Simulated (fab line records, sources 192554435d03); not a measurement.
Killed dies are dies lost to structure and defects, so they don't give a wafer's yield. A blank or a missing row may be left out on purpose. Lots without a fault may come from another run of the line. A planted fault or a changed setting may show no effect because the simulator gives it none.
A struck lot beside a sound one | flow n5_finfet | 13 steps out of a route of 1938
Sound: wafers L140.1, L140.5, L140.6. Struck: wafers L130.1, L130.6. (L130.4 of the same lot was not struck and is left out.) The cause comes at the end.
At each step with rows: each side's tool, then ch and its chambers, then its first start. Under that, the readings that differ: sound wafers | struck wafers | difference of the means | sigmas: that difference in standard deviations of wafers without a fault.
alike: readings whose means differ by less than 2 such deviations, and words and numbers that are the same on both sides. not compared: withheld readings, readings that some wafer has no value for, bounds like >300 that may hide the same value, and numbers for which the record gives no deviation and whose values overlap.
The two part at a step that has a row with sigmas, a row that says differs or no value, or rows on one side only. Numbers that don't overlap but have no deviation are shown without sigmas and don't part them. A reading that every wafer of one side lacks parts them only if that side has two wafers or more.

first, 9 steps without rows for these wafers: N5_MOL_CONTACT_COAG_DEVELOP_07 (develop time 30 s); N5_MOL_CONTACT_COAG_DESCUM_13 (chemistry O2, time 7 s); N5_MOL_CONTACT_COAG_ETCH_59 (etches underlayer in N2/H2, target depth 13 nm, time 10.4 s); N5_MOL_CONTACT_COAG_ETCH_105 (etches SiARC in CF4, target depth 15.6 nm, time 26 s); N5_MOL_CONTACT_COAG_ETCH_106 (etches SOC in N2/H2, target depth 80 nm, overetch 16 nm, time 120 s); N5_MOL_CONTACT_COAG_STRIP_107 (strips in N2/H2); N5_MOL_CONTACT_COAG_STRIP_108 (strips in N2/H2); N5_MOL_CONTACT_COAG_CONTACT_ETCH_14 (etches SiO2 in C4F6/O2, target depth 27.5 nm, overetch 8.5 nm, time 20 s); N5_MOL_CONTACT_COAG_STRIP_109 (strips in C4F6/O2).
N5_MOL_CONTACT_COAG_ETCH_15: etches SiNx in CH3F/O2, stops on Si:P, target depth 7 nm.
  sound on rie_diel-02 ch 2,3, day 8 15:12; struck on rie_diel-04 ch 0,2, day 6 06:53
  reading                                            | sound          | struck        | difference | sigmas
  over_etch_frac                                     | 0.75 0.75 0.75 | 1.4832 1.4832 | +0.7332    |
  showerhead_plenum_p_Torr (Torr)                    | 2.07 2.07 1.99 | 1.91 1.94     | -0.12      | -2
  model.SOC_of_MOL_CONTACT_COAG_COAT_103.thk_nm (nm) | 75.4 75.6 75.4 | 74 73.8       | -2         |
  alike: CH3F_flow_sccm, drypump_motor_current_A, oes_ar_750_au, oes_f_703_au, oes_o_777_au, oes_product_au, rf_vpp_V, throttle_valve_pct
  not compared: rf_hours_counter_h
N5_MOL_CONTACT_COAG_ETCH_110: etches Si in CF4/O2, target depth 2.5 nm, time 8 s.
  sound on rie_diel-02 ch 2,3, day 8 15:16; struck on rie_diel-04 ch 0,2, day 6 06:56
  reading                                            | sound          | struck    | difference | sigmas
  showerhead_plenum_p_Torr (Torr)                    | 2.29 2.29 2.22 | 2.12 2.17 | -0.12      | -2
  model.SOC_of_MOL_CONTACT_COAG_COAT_103.thk_nm (nm) | 74 74 73.8     | 72.4 72.2 | -1.6       |
  alike: drypump_motor_current_A, oes_ar_750_au, oes_f_703_au, oes_o_777_au, oes_product_au, rf_vpp_V, throttle_valve_pct
  not compared: rf_hours_counter_h
then, 1 step without rows for these wafers: N5_MOL_CONTACT_COAG_STRIP_98 (strips in N2/H2).
-- the record jumps here: 4 days lie between the struck wafers' starts before and after (it left off in module MOL_CONTACT_COAG and takes up again in module BEOL_M4, whose first step shown is number 1111 of the route) --
N5_BEOL_M4_RC_MEAS_101:
  sound on prober-01 ch 0, day 12 04:27; struck on prober-01 ch 0, day 9 22:18
  reading   | sound          | struck    | difference | sigmas
  VT_P (mV) | -254 -251 -254 | -246 -245 | +8         | +2
  alike: DIBL_N, DIBL_P, IOFF_N, IOFF_P, ION_N, ION_P, SS_N, SS_P, VT_N

WHERE THEY PART
First at N5_MOL_CONTACT_COAG_ETCH_15; last, within this record, at N5_BEOL_M4_RC_MEAS_101.

WHY: what the simulator had put in
Process parameter drift: rie_diel-04, from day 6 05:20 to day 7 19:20, at N5_MOL_CONTACT_COAG_ETCH_15. Setting over_etch_frac, moved by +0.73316, from 0.75. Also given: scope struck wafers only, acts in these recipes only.
